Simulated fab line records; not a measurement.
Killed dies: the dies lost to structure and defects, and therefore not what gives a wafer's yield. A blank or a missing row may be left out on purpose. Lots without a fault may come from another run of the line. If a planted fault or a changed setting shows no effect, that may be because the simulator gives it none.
Matching of chambers | flow n5Finfet | rieDiel-02 running N5_BEOL_M3_ETCHBACK_99: 4 sister chambers
The step etches SiO2 in CHF3, target depth 5 nm, time 10.4 s. 4 wafers are shown with their chamber, then 8 later ones without.

WAFERS, EACH WITH ITS CHAMBER
wafer  | chamber | throttleValvePct (%)
L088.3 | 2       | 17.15
L088.4 | 1       | 16.80
L088.6 | 3       | 17.17
L090.2 | 0       | 17.31

WAFERS WITHOUT THEIR CHAMBER
wafer  | throttleValvePct (%)
L090.4 | 16.81
L090.6 | 17.19
L091.1 | 17.15
L091.3 | 17.31
L091.6 | 16.80
L092.2 | 16.83
L092.4 | 17.18
L092.6 | 17.31

THE CHAMBER EACH PASSED THROUGH
wafer  | from the rows above     | in truth
L090.4 | 1                       | 1
L090.6 | can't be placed: 3 or 2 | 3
L091.1 | can't be placed: 2 or 3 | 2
L091.3 | 0                       | 0
L091.6 | 1                       | 1
L092.2 | 1                       | 1
L092.4 | can't be placed: 3 or 2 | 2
L092.6 | 0                       | 0
Correct placement for 5 of the 8. From these rows, 3 cannot be placed; in 3 the true chamber is one of the candidates. Wrongly placed: 0.
How it was worked out, from the rows above alone: a wafer's distance from a chamber is the root of the sum, over the readings, of the square of ((its reading less the chamber's mean) divided by the reading's scatter). The wafer belongs to the nearest chamber; if the next one is less than 2 further off, it can't be placed. For every chamber, the mean is computed from those of its wafers that are shown. The scatter: root of mean squared gap, hidden wafer to nearest shown wafer, with one shown wafer a chamber.
